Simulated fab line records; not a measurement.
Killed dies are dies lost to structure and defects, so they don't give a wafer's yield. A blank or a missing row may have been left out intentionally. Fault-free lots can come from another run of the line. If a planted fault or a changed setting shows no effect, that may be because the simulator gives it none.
fab line records	flow nandHarc
[record] lots = 12	wafers = 35	lastDay = 24
route steps=1159 shown A_STAIRCASE@566 END@1159
lots with no fault: from the same line, run without faults
startH: hours from the record's opening day to when the first of the lot's shown wafers began	waitH: hours elapsed since this lot's preceding step	" same as the row above	L1.1+2: several wafers, shown together as one row	- no value present, or no start provided	* or withheld: withheld	< > ~ a bound
route shown NAME@n: names a module that has steps shown in the file, with the first one's number in the route	usual: mean/standard deviation taken from wafers without a fault	same: alike in all rows	chamber/n: place in a boat	sites: each site's reading	_std_site: standard deviation of those values	_edge_site: inner sites' mean taken away from outer sites' mean	radiusMm: for every site, how far away it sits from the centre of the wafer	mask NAME#n: copy n	behind: the most recent tool/chamber to have shaped the wafer	hold: why the lot went on hold/how many hours it stayed there/how the hold came to an end	device: the transistor (n, p or np) that didn't switch	end of line: the route-end tests of the same wafers	for a step that has no rows: nothing shown but its recipe	killed: not the wafer's yield, but the dies lost to structure and defects at the first sort	map: shows each die of a wafer: x if killed, . if not, _ if none is there
set.NAME: the run value of the setting; set.NAME@STEP: its run value at that earlier step	model.NAME: the simulator's own value behind a step, which no gauge read
steps of the route over a sample of lots; a table a step, a row a wafer
services: from which hour (startH, from the record's first day; less than 0 if before it) a tool's chamber was out of use, for how many hours, and why
[[steps]]
[step NHARC_A_STAIRCASE_STRIP_175]
[recipe] powerW = 1500	tempC = 250	chemistry = O2
[usual] drypumpMotorCurrentA = 5.8/0.55	heaterPowerW = 326/22
lot.wafer	tool	chamber	startH	waitH	drypumpMotorCurrentA	heaterPowerW	rfHoursCounterH
L325.1	plasmaAsher-01	0	241.77	0.1	5.8	340	44
L325.2	"	1	"	"	5.9	329	44
L325.6	"	1	"	"	5.9	328	-
L326.1	plasmaAsher-01	1	242.33	0.1	5.9	335	44
L326.2	"	0	"	"	5.8	344	44
L326.6	"	0	"	"	5.8	351	-
L327.1	plasmaAsher-01	0	252.01	0.1	5.9	337	46
L327.4	"	1	"	"	5.8	331	-
L327.5	"	1	"	"	5.8	337	-
L331.1	plasmaAsher-02	1	265.97	0.1	6.7	306	21
L331.4	"	1	"	"	6.6	314	-
L331.6	"	0	"	"	5.1	305	-
L334.2	plasmaAsher-02	1	278.13	1.0	6.6	307	28
L334.6	"	1	"	"	6.6	307	-
L334.5	"	0	"	"	5.1	306	-
L332.2	plasmaAsher-02	0	288.56	0.3	5.1	300	34
L332.1	"	1	"	"	6.6	305	34
L332.5	"	1	"	"	6.6	304	-
L336.1	plasmaAsher-01	0	297.30	0.1	5.8	365	2
L336.5	"	0	"	"	5.8	351	-
L336.6	"	1	"	"	5.9	351	-
L335.1	plasmaAsher-02	0	300.74	0.1	5.1	307	38
L335.4	"	1	"	"	6.6	314	-
L335.5	"	1	"	"	6.5	316	-
L339.2	plasmaAsher-02	0	318.37	0.1	5.1	310	41
L339.4	"	1	"	"	6.6	314	-
L339.6	"	0	"	"	5.1	300	-
L341.2	plasmaAsher-02	0	339.19	0.1	5.1	301	52
L341.4	"	0	"	"	5.1	303	-
L341.6	"	1	"	"	6.6	301	-
L343.1	plasmaAsher-02	1	345.01	0.1	6.6	309	56
L343.6	"	1	"	"	6.6	307	-
L347.1	plasmaAsher-01	0	377.90	0.1	5.8	358	34
L347.4	"	0	"	"	5.8	357	-
L347.6	"	0	"	"	5.8	351	-
[step NHARC_A_STAIRCASE_TRIM_189]
[recipe] timeS = 211.2	o2FlowSccm = 500	arFlowSccm = 0	biasW = 0	chemistry = O2
[usual] drypumpMotorCurrentA = 5.8/0.48	oesProductAu = 0.995/0.011	rfVppV = 57.9/0.77	showerheadPlenumPTorr = 3.53/0.12	throttleValvePct = 17.037/0.0098
lot.wafer	tool	chamber	startH	waitH	drypumpMotorCurrentA	oesProductAu	rfHoursCounterH	rfVppV	showerheadPlenumPTorr	throttleValvePct
L325.1	rieDiel-12	2	-	-	5.4	1.002	14	57.6	3.53	17.033
L325.2	"	3	"	"	4.7	0.994	15	58.4	3.44	17.030
L325.6	"	0	"	"	5.9	0.991	-	58.1	3.53	17.053
L326.2	rieDiel-08	2	-	-	5.8	1.015	41	56.4	3.32	17.038
L326.1	"	1	"	"	6.6	0.987	41	58.0	3.71	17.042
L326.6	"	2	"	"	5.8	1.002	-	56.6	3.32	17.033
L327.1	rieDiel-12	1	-	-	6.0	0.983	17	57.0	3.66	17.043
L327.4	"	3	"	"	4.7	0.990	19	56.6	3.44	17.035
L327.5	"	2	"	"	5.5	0.991	-	58.8	3.53	17.041
L331.4	rieDiel-08	3	-	-	5.2	1.001	55	57.7	3.47	17.053
L331.1	"	0	"	"	5.8	0.993	43	58.5	3.41	17.037
L331.6	"	1	"	"	6.6	1.001	-	58.8	3.70	17.051
L334.2	rieDiel-12	3	-	-	4.7	1.006	31	58.8	3.43	17.038
L334.6	"	1	"	"	6.0	0.974	-	58.0	3.65	17.036
L334.5	"	2	"	"	5.5	1.000	-	58.1	3.52	17.051
L332.2	rieDiel-08	1	-	-	6.6	1.001	60	57.9	3.70	17.044
L332.1	"	2	"	"	5.8	1.007	53	56.9	3.32	17.041
L332.5	"	0	"	"	5.8	1.005	-	57.6	3.41	17.038
L336.1	rieDiel-08	1	-	-	6.6	0.980	63	57.9	3.69	17.049
L336.6	"	2	"	"	5.8	1.007	-	56.6	3.32	17.038
L336.5	"	1	"	"	6.6	0.995	-	58.5	3.69	17.035
L335.4	rieDiel-12	2	-	-	5.5	1.004	37	57.7	3.52	17.048
L335.1	"	3	"	"	4.7	0.987	37	58.1	3.43	17.046
L335.5	"	2	"	"	5.4	1.014	-	58.2	3.52	17.028
L339.2	rieDiel-12	0	-	-	5.9	0.988	38	58.8	3.51	17.024
L339.4	"	3	"	"	4.8	0.990	45	57.8	3.43	17.039
L339.6	"	1	"	"	6.0	0.979	-	59.1	3.65	17.023
L341.2	rieDiel-12	0	-	-	5.8	0.985	45	57.6	3.51	17.034
L341.4	"	3	"	"	4.7	1.010	50	55.8	3.42	17.032
L341.6	"	0	"	"	5.8	0.982	-	57.5	3.51	17.030
L343.1	rieDiel-06	1	-	-	5.8	0.982	36	57.8	3.63	17.023
L343.6	"	3	"	"	6.1	0.994	-	58.7	3.66	17.046
L347.1	rieDiel-06	2	-	-	6.1	1.018	49	58.5	3.58	17.035
L347.4	"	3	"	"	6.2	1.001	45	58.6	3.65	17.035
L347.6	"	2	"	"	6.1	1.009	-	56.6	3.58	17.028
[step NHARC_A_STAIRCASE_ETCH_199]
[recipe] targetDepthA = 1000	timeS = 40.5	ionEnergyEv = 400	c4f8FlowSccm = 20	o2FlowSccm = 10	arFlowSccm = withheld	rfW = 600	biasW = 1000	chemistry = C4F8/O2
[usual] oesProductAu = 0.939/0.016	rfVppV = 896/4.1	runLengthS = 61.7/0.6
lot.wafer	tool	chamber	startH	waitH	oesProductAu	rfHoursCounterH	rfVppV	runLengthS
L325.1	rieDiel-12	0	245.13	-	0.917	10	897	61.5
L325.2	"	3	"	"	0.949	15	894	60.8
L325.6	"	0	"	"	0.926	-	896	61.8
L326.2	rieDiel-08	3	246.89	0.3	0.996	43	894	61.6
L326.1	"	1	"	"	0.923	42	903	62.2
L326.6	"	1	"	"	0.931	-	903	61.9
L327.1	rieDiel-12	1	255.40	-	0.928	18	902	60.6
L327.4	"	3	"	"	0.930	20	894	61.1
L327.5	"	2	"	"	0.933	-	896	61.8
L331.4	rieDiel-08	0	269.19	-	0.923	44	893	61.6
L331.1	"	1	"	"	0.924	54	901	61.6
L331.6	"	1	"	"	0.936	-	902	61.4
L334.2	rieDiel-06	0	281.88	-	0.933	12	891	61.0
L334.6	"	2	"	"	0.931	-	898	61.6
L334.5	"	3	"	"	0.940	-	902	63.0
L332.1	rieDiel-08	0	291.67	-	0.939	49	891	62.0
L332.2	"	3	"	"	0.939	62	894	61.6
L332.5	"	0	"	"	0.947	-	890	61.6
L336.1	rieDiel-06	3	302.52	-	0.960	19	902	62.7
L336.6	"	0	"	"	0.933	-	894	60.6
L336.5	"	1	"	"	0.925	-	901	62.2
L335.1	rieDiel-06	0	304.13	-	0.919	20	893	60.7
L335.5	"	3	"	"	0.931	-	901	62.8
L335.4	"	2	"	"	0.943	-	898	61.4
L339.4	rieDiel-06	2	323.41	-	0.960	29	899	61.6
L339.2	"	1	"	"	0.937	27	900	62.0
L339.6	"	2	"	"	0.966	-	898	61.6
L341.2	rieDiel-12	3	343.15	-	0.928	51	892	60.7
L341.4	"	2	"	"	0.947	52	896	61.8
L341.6	"	3	"	"	0.934	-	892	61.0
L343.1	rieDiel-06	1	348.64	-	0.917	37	900	74.7
L343.6	"	2	"	"	0.933	-	899	62.0
L347.1	rieDiel-06	3	380.94	-	0.963	46	901	76.1
L347.4	"	0	"	"	0.947	47	893	61.3
L347.6	"	3	"	"	0.958	-	901	63.0
[step NHARC_A_STAIRCASE_TRIM_200]
[recipe] timeS = 211.2	o2FlowSccm = 500	arFlowSccm = 0	biasW = 0	chemistry = O2
[usual] drypumpMotorCurrentA = 5.8/0.47	oesProductAu = 0.996/0.011	rfVppV = 57.8/0.87	showerheadPlenumPTorr = 3.54/0.11	throttleValvePct = 17.037/0.0096
lot.wafer	tool	chamber	startH	waitH	drypumpMotorCurrentA	oesProductAu	rfHoursCounterH	rfVppV	showerheadPlenumPTorr	throttleValvePct
L325.1	rieDiel-12	1	-	-	6.0	0.978	14	58.0	3.66	17.028
L325.2	"	0	"	"	5.9	0.981	10	58.5	3.53	17.037
L325.6	"	2	"	"	5.4	1.008	-	58.8	3.53	17.055
L326.2	rieDiel-08	3	247.06	0.2	5.2	0.999	43	58.0	3.47	17.032
L326.1	"	1	"	"	6.6	0.996	42	58.4	3.71	17.030
L326.6	"	1	"	"	6.6	0.982	-	59.3	3.71	17.031
L327.1	rieDiel-12	1	-	-	6.0	0.994	18	57.0	3.66	17.036
L327.4	"	2	"	"	5.4	0.996	19	58.1	3.53	17.047
L327.5	"	1	"	"	6.0	0.980	-	58.6	3.66	17.041
L331.1	rieDiel-08	2	-	-	5.8	1.010	47	57.8	3.32	17.031
L331.4	"	3	"	"	5.2	1.003	56	58.6	3.47	17.030
L331.6	"	3	"	"	5.2	0.998	-	57.8	3.46	17.044
L334.2	rieDiel-06	0	-	-	5.2	0.992	12	57.5	3.47	17.016
L334.6	"	3	"	"	6.1	1.003	-	58.0	3.67	17.021
L334.5	"	0	"	"	5.2	0.994	-	58.8	3.47	17.046
L332.2	rieDiel-08	2	-	-	5.9	1.016	53	57.7	3.32	17.040
L332.1	"	3	"	"	5.2	0.989	62	57.9	3.46	17.040
L332.5	"	2	"	"	5.8	1.015	-	57.4	3.32	17.022
L336.1	rieDiel-06	2	-	-	6.1	1.005	19	58.3	3.60	17.034
L336.6	"	3	"	"	6.2	1.005	-	56.7	3.67	17.034
L336.5	"	0	"	"	5.2	0.983	-	57.1	3.47	17.032
L335.1	rieDiel-06	3	-	-	6.1	0.988	20	57.4	3.67	17.057
L335.5	"	0	"	"	5.2	0.982	-	57.7	3.46	17.049
L335.4	"	2	"	"	6.2	0.999	-	58.6	3.60	17.038
L339.2	rieDiel-06	0	-	-	5.2	0.993	29	57.7	3.46	17.024
L339.4	"	1	"	"	5.8	0.991	27	58.6	3.64	17.058
L339.6	"	2	"	"	6.2	1.007	-	58.6	3.59	17.026
L341.2	rieDiel-12	1	-	-	6.0	0.991	52	57.0	3.64	17.036
L341.4	"	3	"	"	4.7	0.999	51	56.7	3.42	17.039
L341.6	"	2	"	"	5.5	1.013	-	57.2	3.51	17.027
L343.1	rieDiel-06	0	-	-	5.2	0.989	37	56.6	3.46	17.051
L343.6	"	2	"	"	6.2	1.014	-	57.5	3.59	17.042
L347.1	rieDiel-06	3	-	-	6.1	1.010	46	57.1	3.65	17.035
L347.4	"	0	"	"	5.2	0.999	47	58.7	3.45	17.033
L347.6	"	3	"	"	6.1	0.994	-	58.5	3.65	17.019
[step NHARC_END_SORT_01]
[recipe] tempC = 25
[usual] killedAtArray = 29/8.4	killedAtOther = 0.7/1.2	killedAtPeriphery = 3.8/2.1	killedDies = 33/9	killedOpen = 3.4/2	killedShort = 2.1/1.4
[same] grossDies = 677
lot.wafer	tool	chamber	startH	waitH	killedAtArray	killedAtOther	killedAtPeriphery	killedDies	killedOpen	killedShort
L325.1	prober-01	0	487.65	2.5	33	0	8	41	5	2
L325.2	prober-01	0	488.46	2.8	29	0	5	34	5	1
L325.6	prober-01	0	491.68	4.0	29	0	3	32	1	2
L327.1	prober-02	0	487.74	2.5	48	1	2	51	2	2
L327.4	prober-02	0	490.11	3.4	30	1	5	36	2	2
L327.5	prober-02	0	490.89	3.7	32	0	6	38	7	2
L343.1	prober-01	0	550.26	2.5	675	2	0	677	2	2
L343.6	prober-01	0	554.30	4.0	52	2	3	57	6	2
L347.1	prober-01	0	572.97	2.5	672	0	5	677	7	0
L347.4	prober-01	0	575.38	3.4	46	2	3	51	5	6
L347.6	prober-01	0	576.99	4.0	42	1	5	48	6	1
// killed by level:class
L325.1 A_CHANNEL_HOLE_D1:chamberFilmFlake=12 A_SLIT:chamberFilmFlake=8 A_STAIRCASE:chamberFilmFlake=4 A_CONTACT:chamberFilmFlake=4 P_M0:chamberFilmFlake=2 P_M1:chamberFilmFlake=2 A_CHANNEL_FILL_D1:chamberFilmFlake=2 P_GATE:geometricParticle:open=1
L327.1 A_CHANNEL_HOLE_D1:chamberFilmFlake=20 A_CONTACT:chamberFilmFlake=9 A_STAIRCASE:chamberFilmFlake=8 A_M0:chamberFilmFlake=5 A_WL_FILL:geometricParticle:short=2 A_SLIT:chamberFilmFlake=2 P_M0:geometricParticle:open=1 A_ONON_D1:geometricParticle:open=1
L325.2 A_SLIT:chamberFilmFlake=11 A_CHANNEL_HOLE_D1:chamberFilmFlake=7 A_STAIRCASE:chamberFilmFlake=3 P_M0:chamberFilmFlake=2 A_CHANNEL_FILL_D1:chamberFilmFlake=2 A_CONTACT:chamberFilmFlake=2 P_M0:geometricParticle:short=1 P_M1:geometricParticle:open=1
L327.4 A_CHANNEL_HOLE_D1:chamberFilmFlake=12 A_CONTACT:chamberFilmFlake=5 A_STAIRCASE:chamberFilmFlake=4 A_M0:chamberFilmFlake=4 P_BONDPAD:chamberFilmFlake=2 P_CONTACT:geometricParticle:open=1 A_ONON_D1:geometricParticle:short=1 A_SGD_CUT:geometricParticle:open=1
L327.5 A_CHANNEL_HOLE_D1:chamberFilmFlake=10 A_STAIRCASE:chamberFilmFlake=6 A_CONTACT:chamberFilmFlake=6 A_CONTACT:geometricParticle:open=5 A_M0:chamberFilmFlake=3 P_ZERO_WELL:chamberFilmFlake=2 P_STI:chamberFilmFlake=2 P_CONTACT:geometricParticle:open=1
L325.6 A_CHANNEL_HOLE_D1:chamberFilmFlake=10 A_SLIT:chamberFilmFlake=10 A_STAIRCASE:chamberFilmFlake=4 A_CONTACT:chamberFilmFlake=3 A_WL_FILL:geometricParticle:short=2 P_M1:chamberFilmFlake=2 P_GATE:geometricParticle:open=1
L343.1 A_STAIRCASE:areaEtch=636 A_CHANNEL_HOLE_D1:chamberFilmFlake=24 A_SLIT:chamberFilmFlake=5 A_STAIRCASE:chamberFilmFlake=3 A_CONTACT:chamberFilmFlake=3 A_ONON_D1:geometricParticle:open=1 A_CONTACT:geometricParticle:short=1 A_CONTACT:geometricParticle:open=1
L343.6 A_SLIT:chamberFilmFlake=21 A_CHANNEL_HOLE_D1:chamberFilmFlake=19 A_CONTACT:chamberFilmFlake=5 A_SGD_CUT:geometricParticle:open=2 A_CONTACT:geometricParticle:open=2 THIN_TSV:chamberFilmFlake=2 P_GATE:geometricParticle:short=1 P_CONTACT:geometricParticle:open=1
L347.1 A_STAIRCASE:areaEtch=635 A_SLIT:chamberFilmFlake=16 A_CHANNEL_HOLE_D1:chamberFilmFlake=9 A_STAIRCASE:chamberFilmFlake=4 A_WL_FILL:geometricParticle:open=3 A_CONTACT:chamberFilmFlake=3 P_M0:geometricParticle:open=2 P_ZERO_WELL:chamberFilmFlake=2
L347.4 A_SLIT:chamberFilmFlake=25 A_CONTACT:chamberFilmFlake=7 A_CHANNEL_HOLE_D1:chamberFilmFlake=4 P_GATE:geometricParticle:short=2 A_WL_FILL:geometricParticle:short=2 A_WL_FILL:geometricParticle:open=2 A_STAIRCASE:chamberFilmFlake=2 THIN_TSV:chamberFilmFlake=2
L347.6 A_SLIT:chamberFilmFlake=19 A_CHANNEL_HOLE_D1:chamberFilmFlake=12 A_CONTACT:chamberFilmFlake=4 A_STAIRCASE:chamberFilmFlake=3 A_WL_FILL:geometricParticle:open=2 P_GATE:chamberFilmFlake=2 P_GATE:geometricParticle:open=1 P_CONTACT:geometricParticle:short=1
[[services]]
tool	chamber	startH	hours	kind
rieDiel-12	0	217.92	8.8	repair
rieDiel-06	0	220.38	-	clean
rieDiel-06	1	220.38	-	clean
rieDiel-06	2	220.38	-	clean
rieDiel-06	3	220.38	-	clean
rieDiel-08	0	221.02	31.8	repair
rieDiel-12	-	221.21	0.3	repair
plasmaAsher-01	-	228.89	1.0	repair
rieDiel-08	3	240.57	5.9	repair
rieDiel-06	-	241.21	9.0	pm
rieDiel-06	0	241.21	9.0	ventCycle
rieDiel-06	1	241.21	9.0	ventCycle
rieDiel-06	2	241.21	9.0	ventCycle
rieDiel-08	2	245.58	13.5	repair
plasmaAsher-01	-	270.94	4.8	repair
rieDiel-12	2	271.12	2.6	repair
plasmaAsher-01	-	276.00	9.0	pm
plasmaAsher-01	-	287.88	5.8	repair
rieDiel-06	-	289.23	1.7	repair
rieDiel-08	-	301.88	9.0	pm
rieDiel-06	1	302.71	4.0	repair
plasmaAsher-02	-	361.55	9.0	pm
rieDiel-12	2	373.74	7.6	repair
rieDiel-12	-	379.46	9.0	pm
[[key]]
[firstSign] step = NHARC_A_STAIRCASE_ETCH_199	reading = runLengthS	direction = up	sigmas = 23	usual = *	struck = *
[effect] step = NHARC_END_SORT_01	reading = killedAtArray	direction = up	sigmas = 76	usual = 29	struck = 674
[moreKillsBornAt] NHARC_A_STAIRCASE_ETCH_199@rieDiel-06 = 1271
metAt NHARC_A_STAIRCASE_ETCH_199
struckLots L343,L347
struckWafers L343.1,L347.1
laterRowsLeftOut L343.1,L347.1
testerLeftOut L343,L347
notActingAt NHARC_A_STAIRCASE_STRIP_175,NHARC_A_STAIRCASE_TRIM_189,NHARC_A_STAIRCASE_TRIM_200
onsetBetween 323.41 348.64
[fault] kind = processParameterDrift	tool = rieDiel-06	chamber = -	onsetH = 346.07	steps = NHARC_A_STAIRCASE_ETCH_199	channel = timeS	offset = *	shape = step	endH = 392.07	scope = struckWafersOnly	actsIn = *	stated = *
// testerLeftOut: of these lots the tester's yield and bins aren't shown, on N5 and GAA mostly nor the transistor test; their killed dies are dies lost to structure and defects alone, not to doping, threshold or leakage, so they don't give the yield
// laterRowsLeftOut: the simulator's readings of these wafers behind a module that went badly wrong aren't trusted and aren't shown, but for the sort
